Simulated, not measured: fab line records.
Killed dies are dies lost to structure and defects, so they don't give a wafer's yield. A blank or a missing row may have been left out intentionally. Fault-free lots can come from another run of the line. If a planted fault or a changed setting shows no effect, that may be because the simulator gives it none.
The tool behind it: which one?	flow n5 finfet	24 lots, 72 wafers sampled, at 5 steps of a route of 1938

WHAT EACH GAUGE READ, for each wafer
N5_MOL_CONTACT_COAG_CD_MEAS_137: the cd target is 16 nm. Usual: cd nm 15.8 nm, standard deviation 0.34.
lot	measured	on	cd nm (nm)	flag
L074	day 5 04:21	cd sem-01	16.1 15.8 16.5	
L075	day 5 12:04	cd sem-01	15.9 15.7 16.3	
L076	day 5 16:17	cd sem-02	15.7 16.1 15.8	
L077	day 5 19:52	cd sem-02	15.4 16.0 15.4	
L078	day 6 02:26	cd sem-01	15.9 15.7 15.3	
L079	day 6 11:10	cd sem-02	15.3 16.3 15.8	
L080	day 6 19:31	cd sem-02	15.9 15.8 15.8	
L081	day 7 00:47	cd sem-02	15.7 15.5 15.5	
L082	day 7 02:02	cd sem-03	15.8 16.1 16.0	
L083	day 7 10:24	cd sem-03	15.9 15.5 15.5	
L084	day 7 17:33	cd sem-02	16.0 15.7 15.4	
L085	day 7 20:25	cd sem-01	16.0 15.8 16.0	
L086	day 8 07:35	cd sem-01	15.3 15.8 15.4	
L087	day 8 11:35	cd sem-02	15.5 15.7 16.1	
L088	day 8 15:50	cd sem-02	16.4 16.5 16.1	
L089	day 9 00:23	cd sem-01	15.8 16.4 15.9	
L090	day 9 05:44	cd sem-03	16.1 15.5 15.8	
L091	day 9 08:40	cd sem-01	16.3 15.4 15.8	
L092	day 9 11:43	cd sem-02	15.6 15.8 16.5	
L093	day 9 18:11	cd sem-01	16.1 16.4 16.2	
L094	day 10 11:10	cd sem-01	15.5 16.4 15.7	
L095	day 10 11:17	cd sem-03	15.7 16.3 15.7	
L096	day 10 18:18	cd sem-01	16.6 16.3 15.6	
L097	day 10 23:10	cd sem-03	15.7 15.9 15.5	

N5_MOL_CONTACT_COAG_CD_MEAS_40: the cd target is 25.1 nm. Usual: cd nm 25.03 nm, standard deviation 0.24.
lot	measured	on	cd nm (nm)	flag
L074	day 5 04:40	cd sem-02	24.73 24.82 24.65	
L075	day 5 12:23	cd sem-02	25.35 25.20 25.06	
L076	day 5 16:44	cd sem-01	24.88 25.03 24.77	
L077	day 5 20:18	cd sem-03	24.57 24.97 24.52	
L078	day 6 02:52	cd sem-02	25.30 24.90 25.38	
L079	day 6 11:37	cd sem-01	25.48 25.15 25.27	
L080	day 6 19:58	cd sem-02	25.32 25.31 25.00	
L081	day 7 01:06	cd sem-02	25.25 25.29 24.92	
L082	day 7 02:21	cd sem-02	24.99 24.80 25.02	
L083	day 7 10:51	cd sem-01	25.28 25.12 24.99	
L084	day 7 17:52	cd sem-01	25.62 25.16 25.28	
L085	day 7 20:44	cd sem-03	25.14 25.25 25.54	
L086	day 8 08:01	cd sem-02	25.10 25.01 25.05	
L087	day 8 12:01	cd sem-02	25.46 25.13 25.11	
L088	day 8 16:09	cd sem-01	24.80 25.24 24.83	
L089	day 9 00:41	cd sem-03	25.02 24.93 24.98	
L090	day 9 06:10	cd sem-03	24.64 24.91 24.68	
L091	day 9 08:59	cd sem-03	24.86 24.83 24.72	
L092	day 9 12:02	cd sem-02	24.89 24.96 25.09	
L093	day 9 18:37	cd sem-01	24.84 25.21 24.71	
L094	day 10 11:37	cd sem-01	25.05 25.35 24.83	
L095	day 10 11:40	cd sem-03	25.33 25.08 24.98	
L096	day 10 18:44	cd sem-01	25.09 25.18 25.08	
L097	day 10 23:36	cd sem-03	25.09 25.13 24.94	

WHAT TOOL EACH LOT RAN ON (gives the tool, then ch and the chambers of the sampled wafers, and finally the start)
lot	N5_GATE_CUT_HM_DEP_46	N5_MOL_CONTACT_COAG_VIA_ETCH_46	N5_MOL_CONTACT_COAG_STRIP_119
L074	pecvd-04 ch 0,1,2, day 4 11:56	rie diel-03 ch 0,2,3, day 5 04:01	plasma asher-02 ch 0,1, day 5 04:12
L075	pecvd-04 ch 0,1, day 4 18:02	rie diel-02 ch 1,2,3, day 5 11:43	plasma asher-01 ch 0,1, day 5 11:55
L076	pecvd-04 ch 0,1, day 4 21:29	rie diel-03 ch 0,2,3, day 5 15:57	plasma asher-02 ch 1, day 5 16:08
L077	pecvd-04 ch 0,2, day 5 04:44	rie diel-03 ch 0,1,3, day 5 19:31	plasma asher-02 ch 0,1, day 5 19:43
L078	pecvd-01 ch 1,2, day 5 10:51	rie diel-03 ch 0,1,2, day 6 02:05	plasma asher-02 ch 0,1, day 6 02:16
L079	pecvd-02 ch 0,2, day 5 19:45	rie diel-04 ch 1,2,3, day 6 10:49	plasma asher-02 ch 1, day 6 11:01
L080	pecvd-04 ch 0,1,2, day 6 04:11	rie diel-03 ch 0,2,3, day 6 19:13	plasma asher-01 ch 0,1, day 6 19:23
L081	pecvd-01 ch 1,2, day 6 08:23	rie diel-03 ch 1,2,3, day 7 00:26	plasma asher-01 ch 0,1, day 7 00:38
L082	pecvd-01 ch 0,1,2, day 6 11:26	rie diel-02 ch 1,2,3, day 7 01:41	plasma asher-02 ch 0,1, day 7 01:53
L083	pecvd-01 ch 0,1,2, day 6 17:04	rie diel-02 ch 1,2,3, day 7 10:04	plasma asher-01 ch 0,1, day 7 10:15
L084	pecvd-04 ch 0,2, day 7 01:17	rie diel-02 ch 2,3, day 7 17:13	plasma asher-02 ch 0,1, day 7 17:25
L085	pecvd-04 ch 1,2, day 7 04:22	rie diel-04 ch 0,1, day 7 20:04	plasma asher-02 ch 0, day 7 20:16
L086	pecvd-02 ch 0,1, day 7 12:18	rie diel-03 ch 1,2, day 8 07:14	plasma asher-02 ch 0,1, day 8 07:25
L087	pecvd-01 ch 0,2, day 7 18:15	rie diel-02 ch 0,2,3, day 8 10:57	plasma asher-02 ch 0,1, day 8 11:26
L088	pecvd-01 ch 0,1,2, day 7 23:41	rie diel-04 ch 1,2,3, day 8 15:20	plasma asher-02 ch 1, day 8 15:41
L089	pecvd-04 ch 0,1,2, day 8 06:12	rie diel-04 ch 1,2, day 8 23:58	plasma asher-01 ch 0,1, day 9 00:14
L090	pecvd-02 ch 0,1,2, day 8 08:59	rie diel-04 ch 1,2,3, day 9 05:23	plasma asher-01 ch 0,1, day 9 05:35
L091	pecvd-04 ch 0,1, day 8 15:55	rie diel-04 ch 1,2, day 9 08:19	plasma asher-02 ch 0,1, day 9 08:31
L092	pecvd-02 ch 0,1,2, day 8 20:07	rie diel-02 ch 0,1,3, day 9 11:23	plasma asher-02 ch 0,1, day 9 11:35
L093	pecvd-01 ch 0,1,2, day 9 04:25	rie diel-04 ch 0,1,3, day 9 17:50	plasma asher-02 ch 0,1, day 9 18:02
L094	pecvd-01 ch 1,2, day 9 17:48	rie diel-04 ch 1,2,3, day 10 10:50	plasma asher-02 ch 0,1, day 10 11:02
L095	pecvd-01 ch 1,2, day 9 18:12	rie diel-02 ch 1,2,3, day 10 10:56	plasma asher-01 ch 0,1, day 10 11:08
L096	pecvd-02 ch 0,2, day 10 00:53	rie diel-03 ch 0,2,3, day 10 17:57	plasma asher-01 ch 0,1, day 10 18:08
L097	pecvd-04 ch 0,1,2, day 10 07:53	rie diel-03 ch 0,1,2, day 10 22:50	plasma asher-02 ch 0,1, day 10 23:01
- N5_GATE_CUT_HM_DEP_46: deposits SiO2 from TEOS/O2, target thk 130 nm, time 26.6 s.
- N5_MOL_CONTACT_COAG_VIA_ETCH_46: etches SiO2 in C4F6/O2, target depth 46 nm, overetch 9.2 nm, time 40 s.
- N5_MOL_CONTACT_COAG_STRIP_119: strips in N2/H2, time 30 s.

WHAT THE TOOLS THEMSELVES READ (means of the sampled wafers that have a number; where no wafer has one, the mark that the record gives instead)
N5_GATE_CUT_HM_DEP_46. Usual: heater power w 522 W, standard deviation 77; showerhead plenum p Torr 8.35 Torr, standard deviation 0.035; susceptor temp C 399.97 C, standard deviation 0.24; throttle valve pct 19.3 %, standard deviation 1.3.
lot	tool	heater power w (W)	showerhead plenum p Torr (Torr)	susceptor temp C (C)	throttle valve pct (%)	flag
L074	pecvd-04	511	8.32	400.05	18.3	
L075	pecvd-04	587	8.32	400.08	17.8	
L076	pecvd-04	567	8.32	400.26	18.1	
L077	pecvd-04	528	8.31	399.80	18.2	
L078	pecvd-01	544	8.38	400.04	20.8	
L079	pecvd-02	503	8.35	399.85	20.1	
L080	pecvd-04	539	8.32	400.09	18.1	
L081	pecvd-01	479	8.38	400.01	20.8	
L082	pecvd-01	499	8.39	399.80	19.8	
L083	pecvd-01	512	8.38	400.01	19.9	
L084	pecvd-04	575	8.31	400.06	18.3	
L085	pecvd-04	488	8.30	400.16	18.4	
L086	pecvd-02	510	8.38	399.92	20.2	
L087	pecvd-01	513	8.38	399.82	20.1	
L088	pecvd-01	558	8.39	399.72	20.2	
L089	pecvd-04	519	8.31	399.91	18.3	
L090	pecvd-02	524	8.36	400.15	19.3	
L091	pecvd-04	595	8.34	399.93	18.1	
L092	pecvd-02	498	8.37	399.96	19.4	
L093	pecvd-01	564	8.38	400.11	20.1	
L094	pecvd-01	538	8.38	400.02	20.9	
L095	pecvd-01	482	8.39	399.77	20.9	
L096	pecvd-02	488	8.36	399.82	19.4	
L097	pecvd-04	535	8.32	400.21	18.4	

N5_MOL_CONTACT_COAG_VIA_ETCH_46. Usual: bias w 455.2 W, standard deviation 1.4; drypump motor current A 5.5 A, standard deviation 0.47; oes product au 0.73 a.u., standard deviation 0.085; rf vpp V 1606 V, standard deviation 28; showerhead plenum p Torr 2.83 Torr, standard deviation 0.095; throttle valve pct 40.8 %, standard deviation 0.55.
lot	tool	bias w (W)	drypump motor current A (A)	oes product au (a.u.)	rf vpp V (V)	showerhead plenum p Torr (Torr)	throttle valve pct (%)	flag
L074	rie diel-03	455.1	5.7	0.72	1620	2.86	40.6	
L075	rie diel-02	456.3	5.6	0.76	1593	2.86	40.5	
L076	rie diel-03	455.4	5.7	0.72	1620	2.86	40.6	
L077	rie diel-03	455.5	5.5	0.76	1610	2.84	40.7	
L078	rie diel-03	455.2	5.7	0.74	1638	2.79	40.6	
L079	rie diel-04	454.4	5.8	0.64	1601	2.84	41.0	
L080	rie diel-03	455.8	5.7	0.71	1620	2.85	40.6	
L081	rie diel-03	455.2	5.4	0.70	1619	2.84	40.4	
L082	rie diel-02	455.1	5.6	0.74	1593	2.86	40.5	
L083	rie diel-02	455.6	5.6	0.73	1592	2.85	40.5	
L084	rie diel-02	454.5	5.3	0.80	1604	2.93	40.9	
L085	rie diel-04	454.0	5.7	0.64	1621	2.89	41.4	
L086	rie diel-03	455.6	5.7	0.67	1646	2.79	40.3	
L087	rie diel-02	454.4	5.2	0.73	1592	2.83	41.0	
L088	rie diel-04	455.2	5.7	0.78	1600	2.83	40.9	
L089	rie diel-04	454.4	5.4	0.76	1599	2.83	41.1	
L090	rie diel-04	454.6	5.8	0.76	1601	2.83	40.9	
L091	rie diel-04	455.0	5.4	0.76	1600	2.83	41.1	
L092	rie diel-02	456.1	5.6	0.76	1597	2.83	40.9	
L093	rie diel-04	456.7	5.7	0.77	1608	2.83	40.9	
L094	rie diel-04	454.7	5.8	0.75	1600	2.83	40.9	
L095	rie diel-02	456.3	5.6	0.78	1591	2.85	40.5	
L096	rie diel-03	454.7	5.7	0.68	1619	2.84	40.7	
L097	rie diel-03	455.1	5.8	0.70	1636	2.77	40.6	

N5_MOL_CONTACT_COAG_STRIP_119. Usual: drypump motor current A 5.5 A, standard deviation 0.33; h2 flow sccm 3248 sccm, standard deviation 8.8; heater power w 374 W, standard deviation 19.
lot	tool	drypump motor current A (A)	h2 flow sccm (sccm)	heater power w (W)	flag
L074	plasma asher-02	5.6	3249	378	
L075	plasma asher-01	5.8	3245	389	
L076	plasma asher-02	5.4	3244	361	
L077	plasma asher-02	5.5	3244	373	
L078	plasma asher-02	5.5	3238	375	
L079	plasma asher-02	5.4	3247	362	
L080	plasma asher-01	5.4	3250	373	
L081	plasma asher-01	5.8	3246	391	
L082	plasma asher-02	5.5	3238	367	
L083	plasma asher-01	5.8	3251	392	
L084	plasma asher-02	5.6	3255	370	
L085	plasma asher-02	5.6	3243	378	
L086	plasma asher-02	5.6	3248	369	
L087	plasma asher-02	5.6	3257	372	
L088	plasma asher-02	5.4	3256	357	
L089	plasma asher-01	5.4	3248	376	
L090	plasma asher-01	5.4	3246	382	
L091	plasma asher-02	5.5	3244	375	
L092	plasma asher-02	5.5	3248	357	
L093	plasma asher-02	5.5	3247	370	
L094	plasma asher-02	5.5	3257	372	
L095	plasma asher-01	5.4	3256	375	
L096	plasma asher-01	5.4	3251	378	
L097	plasma asher-02	5.5	3253	374	

THE ANSWER, worked out from the rows above alone
Rule: a lot counts as off when the mean over its wafers that have a number is more than 3 standard deviations away from the usual mean. A lot without any number at a reading at which 4 lots or more have one is off too. All remaining lots with rows at the step are treated as sound. Order of review: gauges by route order, followed by the tools' own readings, for which a lot's mean as printed above is used. At the first step where some lot is off, the reading lying furthest off is the one used; lots without a number count as furthest.
No lot is off at any reading shown: from this, nothing can be told.

WHAT WAS PUT IN BY THE SIMULATOR
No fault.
